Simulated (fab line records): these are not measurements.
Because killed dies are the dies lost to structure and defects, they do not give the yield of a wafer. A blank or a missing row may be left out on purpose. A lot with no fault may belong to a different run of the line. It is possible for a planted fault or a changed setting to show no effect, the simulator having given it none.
Chamber matching	flow nand_harc	NHARC_A_STAIRCASE_TRIM_20 on rie_diel-10: 4 sister chambers
The step chemistry O2, time 211.2 s. 16 wafers are shown with their chamber, then 8 later ones without.

## EACH WAFER AND ITS CHAMBER
wafer	chamber	drypump_motor_current_A (A)	showerhead_plenum_p_Torr (Torr)	oes_product_au (a.u.)
L074.1	0	5.0	3.79	1.020
L074.2	3	5.8	3.57	0.991
L074.6	1	5.5	3.75	0.994
L077.2	0	5.0	3.78	1.017
L077.4	3	5.8	3.57	1.004
L077.5	3	5.8	3.57	0.986
L078.1	1	5.5	3.74	1.020
L078.2	0	5.0	3.78	1.015
L078.6	3	5.7	3.56	0.995
L079.2	2	5.1	3.78	1.022
L079.4	1	5.5	3.74	1.008
L079.5	1	5.6	3.74	1.001
L092.2	0	5.0	3.76	0.993
L092.4	2	5.1	3.76	1.010
L092.6	1	5.5	3.73	0.996
L094.1	1	5.5	3.73	0.992

SIGNATURES (averages over the wafers above)
reading	chamber 0	chamber 1	chamber 2	chamber 3	scatter within a chamber
drypump_motor_current_A	5.000	5.517	5.100	5.775	0.0363
showerhead_plenum_p_Torr	3.7775	3.7383	3.7700	3.5675	0.00928
oes_product_au	1.01125	1.00183	1.01600	0.99400	0.0103
Rule: for a wafer and a chamber, the distance is found by dividing, reading by reading, the gap between the wafer's reading and the chamber's mean by the reading's scatter, squaring, summing and taking the root. If the next closest chamber is less than 2 further off than the closest, the wafer can't be placed; otherwise it belongs to the closest. The scatter: the root of (the sum of the squares of (reading less its chamber's mean) over the shown wafers, divided by (wafers less chambers)).

## WAFERS WITH NO CHAMBER GIVEN
wafer	drypump_motor_current_A (A)	showerhead_plenum_p_Torr (Torr)	oes_product_au (a.u.)
L094.2	5.7	3.54	0.988
L094.3	5.1	3.76	1.000
L096.1	5.0	3.76	0.998
L096.4	5.6	3.72	0.984
L096.6	5.8	3.54	0.968
L097.1	5.1	3.75	1.005
L097.3	5.5	3.72	0.993
L097.5	5.1	3.76	1.003

## CHAMBER TAKEN BY EACH
wafer	from the rows above	in truth
L094.2	3	3
L094.3	can't be placed: 2 or 0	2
L096.1	can't be placed: 0 or 2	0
L096.4	1	1
L096.6	3	3
L097.1	can't be placed: 2 or 0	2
L097.3	1	1
L097.5	can't be placed: 2 or 0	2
Placed correctly: 4 of 8. Unplaceable from these rows: 4, with the true chamber sitting among the candidates in 4. 0 placed wrongly.
